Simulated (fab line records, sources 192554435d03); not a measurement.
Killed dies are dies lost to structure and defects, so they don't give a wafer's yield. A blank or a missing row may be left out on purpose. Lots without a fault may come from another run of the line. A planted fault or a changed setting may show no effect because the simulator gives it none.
fab line records | flow n5_finfet
record lots=10 wafers=30 last_day=18
route steps=1938 shown BEOL_M13@1674
lots that met no fault: from a run of the same line without faults
start_h: hours from the record's first day to the start of the lot's first wafer shown | wait_h: hours since the lot's step before | " the same as in the row above | L1.1+2: a row that stands for several wafers | - no value, or no start given | * or withheld: withheld | < > ~ a bound
route shown NAME@n: a module of which the file shows steps, and the number in the route of the first | usual: mean/standard deviation of fault-free wafers | same: alike in all rows | chamber/n: place in a boat | sites: the reading at each site | _std_site: their standard deviation | _edge_site: outer sites' mean less inner sites' | radius_mm: how far each site lies from the wafer's centre | mask NAME#n: copy n | behind: the tool/chamber that last shaped the wafer | hold: why the lot was held/for how many hours/how that ended | device: the transistor (n, p or np) that didn't switch | end of line: the same wafers' tests at the end of the route | a step without rows: its recipe alone | killed: dies lost to structure and defects at the first sort, not the wafer's yield | map: a wafer's dies, x killed, . not, _ none there
set.NAME: the setting as run; set.NAME@STEP: as run at that earlier step | model.NAME: the simulator's own value behind a step, which no gauge read
steps of the route over a sample of lots; a table a step, a row a wafer
services: from which hour (start_h, from the record's first day; less than 0 if before it) a tool's chamber was out of use, for how many hours, and why
## steps
# step N5_BEOL_M13_VIA_ETCH_16
# recipe chemistry=C4F8/O2/Ar target=SiOC pressure_mtorr=30 source_w=3000 bias_w=700 Ar_flow_sccm=400 C4F8_flow_sccm=15 O2_flow_sccm=8 he_inner_torr=15 he_outer_torr=30 target_depth_a=9217 time_s=withheld ion_energy_ev=250 ends=cleared
# usual drypump_motor_current_A=5.7/0.35 oes_product_au=0.70/0.074 rf_vpp_V=665/4 showerhead_plenum_p_Torr=3.39/0.13 throttle_valve_pct=24.24/0.28
# columns lot.wafer tool chamber start_h wait_h drypump_motor_current_A oes_product_au rf_vpp_V showerhead_plenum_p_Torr throttle_valve_pct
L336.1 rie_diel-05 0 256.25 0.0 6.2 0.65 666 3.41 24.28
L336.2 " 2 " " 6.0 0.64 666 3.50 23.92
L336.3 " 3 " " 5.6 0.80 663 3.36 24.16
L338.1 rie_diel-06 2 275.19 0.0 5.9 0.64 663 3.27 24.55
L338.3 " 3 " " 5.3 0.83 671 3.62 23.83
L338.4 " 0 " " 5.7 0.71 669 3.56 24.29
L340.3 rie_diel-05 2 280.66 0.0 6.1 0.62 668 3.50 23.93
L340.4 " 0 " " 6.2 0.64 665 3.41 24.27
L340.6 " 3 " " 5.5 0.80 663 3.36 24.16
L351.1 rie_diel-05 1 338.34 0.0 5.1 0.73 662 3.33 24.24
L351.2 " 3 " " 5.6 0.77 664 3.35 24.18
L351.4 " 0 " " 6.1 0.63 663 3.40 24.29
L350.1 rie_diel-06 2 343.56 0.0 5.9 0.62 660 3.26 24.57
L350.2 " 0 " " 5.7 0.68 669 3.55 24.31
L350.6 " 3 " " 5.4 0.79 672 3.61 23.85
L354.1 rie_diel-02 2 369.25 0.0 5.5 0.66 661 3.28 24.13
L354.2 " 1 " " 6.3 0.67 668 3.55 24.60
L354.3 " 0 " " 5.4 0.78 669 3.48 23.91
L356.1 rie_diel-06 2 369.82 0.0 5.9 0.62 662 3.25 24.62
L356.4 " 1 " " 5.9 0.65 658 3.14 24.67
L356.6 " 1 " " 5.9 0.65 658 3.14 24.69
L357.2 rie_diel-06 2 389.51 0.0 5.9 0.62 660 3.25 24.61
L357.3 " 1 " " 5.9 0.64 658 3.14 24.70
L357.6 " 3 " " 5.3 0.78 671 3.60 23.88
L358.1 rie_diel-05 1 398.02 0.0 5.2 0.71 663 3.32 24.28
L358.2 " 3 " " 5.6 0.75 662 3.34 24.21
L358.5 " 2 " " 6.1 0.84 666 3.48 23.61
L359.1 rie_diel-06 2 404.77 0.0 5.9 0.61 660 3.25 24.61
L359.4 " 3 " " 5.3 0.79 670 3.60 23.87
L359.6 " 2 " " 5.9 0.61 660 3.25 24.63
# step N5_BEOL_M13_STRIP_63
# recipe chemistry=N2/H2 power_w=1000 temp_c=250 h2_frac=0.65 overash_fraction=0.3 pressure_mtorr=1000 n2_flow_sccm=1750 h2_flow_sccm=3250
# usual drypump_motor_current_A=5.4/0.47 heater_power_w=337/21 oes_product_au=0.674/0.0046 strip_time_to_endpoint_s=28.2/0.9
# columns lot.wafer tool chamber start_h wait_h drypump_motor_current_A heater_power_w oes_product_au rf_hours_counter_h strip_time_to_endpoint_s
L336.1 plasma_asher-01 0 256.48 - 4.9 322 0.678 73 27.7
L336.2 " 1 " " 6.0 355 0.678 73 28.6
L336.3 " 0 " " 5.0 321 0.676 - 29.1
L338.1 plasma_asher-01 1 275.43 - 6.0 348 0.677 78 28.8
L338.3 " 1 " " 6.0 364 0.671 - 29.5
L338.4 " 0 " " 5.0 337 0.677 - 28.6
L340.3 plasma_asher-01 1 280.91 - 6.0 365 0.676 - 27.8
L340.4 " 0 " " 4.9 325 0.681 - 27.1
L340.6 " 0 " " 5.0 332 0.677 - 26.9
L351.1 plasma_asher-02 1 338.58 - 5.0 356 0.676 136 28.8
L351.2 " 0 " " 5.7 299 0.675 136 28.1
L351.4 " 0 " " 5.7 301 0.673 - 27.1
L350.1 plasma_asher-02 1 343.80 - 5.0 348 0.679 137 29.3
L350.2 " 0 " " 5.7 297 0.678 137 29.9
L350.6 " 1 " " 5.0 346 0.671 - 28.8
L354.1 plasma_asher-01 0 369.70 - 5.0 325 0.677 98 28.3
L354.2 " 1 " " 6.0 363 0.677 98 29.0
L354.3 " 1 " " 6.0 351 0.675 - 28.6
L356.1 plasma_asher-01 0 370.06 - 5.0 321 0.673 98 29.9
L356.4 " 0 " " 5.0 329 0.679 - 27.6
L356.6 " 0 " " 5.0 328 0.675 - 27.7
L357.2 plasma_asher-01 1 389.74 - 5.9 362 0.675 104 28.6
L357.3 " 1 " " 5.9 354 0.679 - 29.1
L357.6 " 0 " " 5.0 319 0.670 - 27.8
L358.1 plasma_asher-02 1 398.26 - 5.0 349 0.666 145 27.3
L358.2 " 0 " " 5.7 297 0.678 145 28.9
L358.5 " 0 " " 5.7 302 0.671 - 27.2
L359.1 plasma_asher-02 1 405.01 - 5.0 349 0.674 146 28.2
L359.4 " 0 " " 5.7 301 0.679 - 27.3
L359.6 " 0 " " 5.8 303 0.678 - 27.5
# step N5_BEOL_M13_ETCH_67
# recipe chemistry=CF4 target=SiARC target_depth_a=1430 time_s=238.3 ion_energy_ev=80 pressure_mtorr=40 source_w=545 bias_w=36 Ar_flow_sccm=100 cf4_flow_sccm=100 ends=cleared
# usual drypump_motor_current_A=5.7/0.32 etch_rf_on_time_s=237/3 oes_product_au=0.66/0.068 rf_vpp_V=183.9/1.5 showerhead_plenum_p_Torr=2.13/0.099 throttle_valve_pct=15.7/0.3
# columns lot.wafer tool chamber start_h wait_h drypump_motor_current_A etch_rf_on_time_s oes_product_au rf_hours_counter_h rf_vpp_V showerhead_plenum_p_Torr throttle_valve_pct
L336.1 rie_diel-06 1 257.16 0.0 5.9 232 0.64 157 183.4 1.98 16.1
L336.2 " 0 " " 5.7 237 0.68 127 184.5 2.24 15.7
L336.3 " 2 " " 5.9 237 0.61 187 181.8 2.05 16.0
L338.1 rie_diel-06 2 276.09 0.0 5.9 175 0.73 192 182.4 2.05 16.0
L338.3 " 0 " " 5.7 237 0.68 133 186.4 2.23 15.7
L338.4 " 3 " " 5.3 171 0.94 29 186.4 2.28 15.3
L340.3 rie_diel-06 2 281.68 0.0 5.8 241 0.60 194 183.6 2.05 16.0
L340.4 " 1 " " 5.9 171 0.77 165 181.6 1.98 16.1
L340.6 " 0 " " 5.8 241 0.67 - 184.3 2.23 15.7
L351.1 rie_diel-02 2 339.38 0.0 5.5 241 0.62 160 183.6 2.05 15.6
L351.2 " 3 " " 5.5 244 0.60 209 184.1 2.12 15.8
L351.4 " 0 " " 5.4 235 0.77 25 184.2 2.18 15.3
L350.1 rie_diel-06 0 344.55 0.0 5.7 238 0.66 155 184.4 2.22 15.7
L350.2 " 3 " " 5.3 236 0.75 50 185.3 2.27 15.3
L350.6 " 0 " " 5.7 238 0.66 - 185.7 2.23 15.7
L354.1 rie_diel-06 0 370.39 0.0 5.7 238 0.65 162 184.8 2.22 15.7
L354.2 " 2 " " 5.9 240 0.59 218 183.5 2.04 16.1
L354.3 " 1 " " 6.0 233 0.62 192 181.7 1.97 16.1
L356.1 rie_diel-06 1 370.93 0.0 5.9 231 0.61 193 180.2 1.97 16.1
L356.4 " 3 " " 5.3 235 0.74 57 185.5 2.27 15.3
L356.6 " 2 " " 5.9 236 0.59 - 182.9 2.04 16.1
L357.2 rie_diel-06 2 390.53 0.0 5.9 241 0.59 225 183.3 2.04 16.1
L357.3 " 0 " " 5.7 240 0.65 168 185.3 2.22 15.8
L357.6 " 3 " " 5.3 238 0.73 - 185.8 2.26 15.3
L358.1 rie_diel-02 3 399.04 0.0 5.5 244 0.59 228 185.0 2.11 15.9
L358.2 " 1 " " 6.3 237 0.63 159 185.7 2.23 16.0
L358.5 " 3 " " 5.5 243 0.60 - 184.7 2.11 15.9
L359.1 rie_diel-06 3 406.12 0.0 5.3 236 0.72 67 186.2 2.26 15.3
L359.4 " 1 " " 5.9 233 0.61 202 181.6 1.97 16.2
L359.6 " 2 " " 5.9 238 0.58 - 183.1 2.03 16.1
# step N5_BEOL_M13_STRIP_37
# recipe chemistry=N2/H2 power_w=1000 temp_c=250 h2_frac=0.65 overash_fraction=0.3 pressure_mtorr=withheld n2_flow_sccm=1750 h2_flow_sccm=3250
# usual drypump_motor_current_A=5.4/0.45 heater_power_w=333/23 oes_product_au=0.783/0.011
# columns lot.wafer tool chamber start_h wait_h drypump_motor_current_A heater_power_w oes_product_au rf_hours_counter_h
L336.1 plasma_asher-02 1 257.74 0.0 5.0 339 0.787 121
L336.2 " 0 " " 5.7 302 0.790 121
L336.3 " 0 " " 5.8 300 0.796 -
L338.1 plasma_asher-01 0 276.67 0.0 5.0 317 0.791 78
L338.3 " 0 " " 5.0 330 0.788 -
L338.4 " 1 " " 6.0 362 0.802 -
L340.3 plasma_asher-02 1 282.28 0.1 5.0 354 0.782 -
L340.4 " 0 " " 5.7 300 0.765 -
L340.6 " 0 " " 5.7 298 0.786 -
L351.1 plasma_asher-02 0 339.97 0.0 5.7 296 0.790 136
L351.2 " 1 " " 5.0 348 0.767 136
L351.4 " 0 " " 5.7 303 0.785 -
L350.1 plasma_asher-01 1 345.13 0.0 6.0 355 0.778 92
L350.2 " 0 " " 4.9 325 0.800 92
L350.6 " 0 " " 5.0 329 0.771 -
L354.1 plasma_asher-01 1 370.97 0.0 6.0 362 0.786 98
L354.2 " 0 " " 4.9 329 0.787 98
L354.3 " 0 " " 4.9 332 0.775 -
L356.1 plasma_asher-01 0 371.83 0.3 4.9 324 0.783 99
L356.4 " 0 " " 4.9 323 0.786 -
L356.6 " 0 " " 4.9 330 0.791 -
L357.2 plasma_asher-02 1 391.20 0.1 5.0 353 0.785 143
L357.3 " 0 " " 5.7 299 0.780 -
L357.6 " 0 " " 5.7 297 0.771 -
L358.1 plasma_asher-02 1 399.62 0.0 5.0 347 0.792 145
L358.2 " 0 " " 5.7 299 0.783 145
L358.5 " 1 " " 5.0 351 0.779 -
L359.1 plasma_asher-02 0 406.70 0.0 5.7 302 0.798 147
L359.4 " 0 " " 5.8 295 0.792 -
L359.6 " 0 " " 5.7 303 0.796 -
## services
# columns tool chamber start_h hours kind
rie_diel-02 1 234.79 10.1 repair
rie_diel-05 0 290.58 14.1 repair
rie_diel-06 2 323.89 4.5 repair
rie_diel-05 2 335.81 - clean
rie_diel-05 2 335.81 - consumable_replace:focus_ring
rie_diel-05 2 335.81 25.0 scheduled_down
rie_diel-05 2 335.81 25.0 vent_cycle
rie_diel-02 1 351.37 14.6 repair
rie_diel-05 3 356.99 15.0 repair
plasma_asher-02 - 367.16 16.7 pm
plasma_asher-01 - 389.86 2.8 pm
rie_diel-05 1 391.04 3.1 repair
rie_diel-05 0 394.11 18.5 repair
## key
first_sign step=N5_BEOL_M13_ETCH_67 reading=etch_rf_on_time_s direction=down sigmas=21 usual=* struck=*
effect step=N5_BEOL_M13_ETCH_67 reading=oes_product_au direction=up sigmas=2.2 usual=0.66 struck=0.81 wafers_moved=1
met_at N5_BEOL_M13_ETCH_67
struck_lots L338,L340
struck_wafers L338.1,L338.4,L340.4
not_acting_at N5_BEOL_M13_VIA_ETCH_16,N5_BEOL_M13_STRIP_63,N5_BEOL_M13_STRIP_37
onset_between 257.16 276.09
fault kind=process_parameter_drift tool=rie_diel-06 chamber=- onset_h=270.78 steps=N5_BEOL_M13_ETCH_67 channel=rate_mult offset=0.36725 shape=step end_h=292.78 scope=struck_wafers_only
